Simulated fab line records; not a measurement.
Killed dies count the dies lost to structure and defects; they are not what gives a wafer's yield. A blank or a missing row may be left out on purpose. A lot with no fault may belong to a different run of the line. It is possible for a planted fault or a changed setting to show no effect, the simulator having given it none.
Problem report in the 8D (eight disciplines) form, filled by code | flow nand harc | the parts of the form that need people (team, actions taken, sign-off) are left out

## 1. THE ISSUE
NHARC_A_M0_CMP_23, time to endpoint s: mean 47 s over 1 wafer from 1 lot; wafers with no fault: 30 s, standard deviation 4. That puts it +4.2 standard deviations away from the usual mean.
The step: polishes, t overpolish 20 s, target thk 113.75 nm.
First seen on wafer L890.1, day 28 02:34, on cmp-02. The record has a number at this step for 14 wafers belonging to 5 lots. By rule, "out" or "out of limits" means more than 4 standard deviations away from the usual mean. Any other wafer with a number is counted as sound.

## 2. WHAT IT IS; WHAT IT IS NOT
question                    | is                 | is not
which readings at this step | time to endpoint s | motor current A
which lots                  | L890               | L880, L887, L891, L901
which wafers of those lots  | L890.1             | L890.2
read on which tools         | cmp-02             | cmp-01, cmp-03
when                        | from day 28 02:34  | up to then (10 sound wafers); but 3 sound wafers of L901 came after

## 3. SUSPECTS, AND WHAT RULES EACH OUT
Counting: if a tool at a process step up to the reading ran every lot that is out, it stays a suspect. Sound lots after the first of them don't rule it out here, since some wafers of a struck lot are sound.
- rie diel-06 at NHARC_A_M0_DESCUM_14 (chemistry O2, time 3 s): kept. It ran the lot that is out, L890 (day 28 00:15).
- rie diel-06 at NHARC_A_M0_ETCH_34 (etches the open film in N2/H2, target depth 40 nm, overetch 12 nm, time 43.94 s): kept. It ran the lot that is out, L890 (day 28 00:20).
- rie diel-06 at NHARC_A_M0_STRIP_18 (strips in N2/H2): kept. It ran the lot that is out, L890 (day 28 00:39).
- pvd sputter-01 at NHARC_A_M0_PRE_CLEAN_29 (time 30 s): kept. L890, the lot that is out, went through it at day 28 01:32; up to then, the latest sound lot through it was L887 at day 26 00:08. NHARC_A_M0_PRE_CLEAN_29: start missing for some lots; hours and lot order therefore follow NHARC_A_M0_ECD_22.
- pvd sputter-01 at NHARC_A_M0_PVD_20 (deposits TaN, target thk 5 nm, time 8.06 s): kept. L890, the lot that is out, went through it at day 28 01:32; up to then, the latest sound lot through it was L887 at day 26 00:08. NHARC_A_M0_PVD_20: start missing for some lots; hours and lot order therefore follow NHARC_A_M0_ECD_22.
- ecd cu-02 at NHARC_A_M0_ECD_22 (material Cu, target thk 400 nm): kept. L890, the lot that is out, went through it at day 28 01:32; up to then, the latest sound lot through it was L891 at day 28 00:12.
- cmp-02 at NHARC_A_M0_CMP_23 (polishes, t overpolish 20 s, target thk 113.75 nm): kept. It ran the lot that is out, L890 (day 28 02:34). Out on those wafers are its own readings of time to endpoint s.
- The sound lot-mates ran in chamber 3 of rie diel-06 at NHARC_A_M0_DESCUM_14, but the wafers that are out ran in chamber 2.
- The sound lot-mates ran in chamber 3 of rie diel-06 at NHARC_A_M0_ETCH_34, but the wafers that are out ran in chamber 2.
- The sound lot-mates ran in chamber 1 of rie diel-06 at NHARC_A_M0_STRIP_18, but the wafers that are out ran in chamber 0.
- The sound lot-mates ran in chamber 1 of ecd cu-02 at NHARC_A_M0_ECD_22, but the wafers that are out ran in chamber 0.
- The sound lot-mates ran in chamber 0 of cmp-02 at NHARC_A_M0_CMP_23, but the wafers that are out ran in chamber 2.
Left after counting: rie diel-06 at NHARC_A_M0_DESCUM_14, rie diel-06 at NHARC_A_M0_ETCH_34, rie diel-06 at NHARC_A_M0_STRIP_18, pvd sputter-01 at NHARC_A_M0_PRE_CLEAN_29, pvd sputter-01 at NHARC_A_M0_PVD_20, ecd cu-02 at NHARC_A_M0_ECD_22, cmp-02 at NHARC_A_M0_CMP_23.

## 4. THE CAUSE (what the simulator had put in)
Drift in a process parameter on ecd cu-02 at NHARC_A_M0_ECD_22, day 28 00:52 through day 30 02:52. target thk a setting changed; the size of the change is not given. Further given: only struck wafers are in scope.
7 suspects survive the count, and this tool is in that group.

## 5. SEQUENCE OF EFFECTS, ordered by route
Rows list readings where the struck wafers' mean (over those with a number) sits beyond 3 standard deviations from the usual. Scope: only readings with a usual standard deviation given in the record; hours: median across lots of the time from each lot's start at the first step in this table that gives one to its start at this step; sigmas: change in usual standard deviations.
hours | step              | reading            | usual | on struck wafers | change | sigmas
0     | NHARC_A_M0_CMP_23 | time to endpoint s | 30 s  | 47               | +17    | +4.2
Process steps it contains:
- NHARC_A_M0_CMP_23: polishes, t overpolish 20 s, target thk 113.75 nm.
Later steps that measure or inspect, where all struck wafers having a row at the step show a number for every such reading and not one has moved that far: NHARC_A_M0_THK_MEAS_24.

## 6. WHAT WOULD HAVE CAUGHT IT SOONER
2 hours passed between the start of the fault at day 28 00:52 and the first reading out of limits in this record, taken at day 28 02:34.
Tool readings at NHARC_A_M0_ECD_22 with a usual standard deviation given in the record: none out on any struck wafer, hence no alarm at a limit of 4 standard deviations on them.
Each of the lots that are out, 1 in all, had begun NHARC_A_M0_ECD_22 on ecd cu-02 no later than day 28 02:34. Had the tool been put on hold then, not one of them would have been saved.
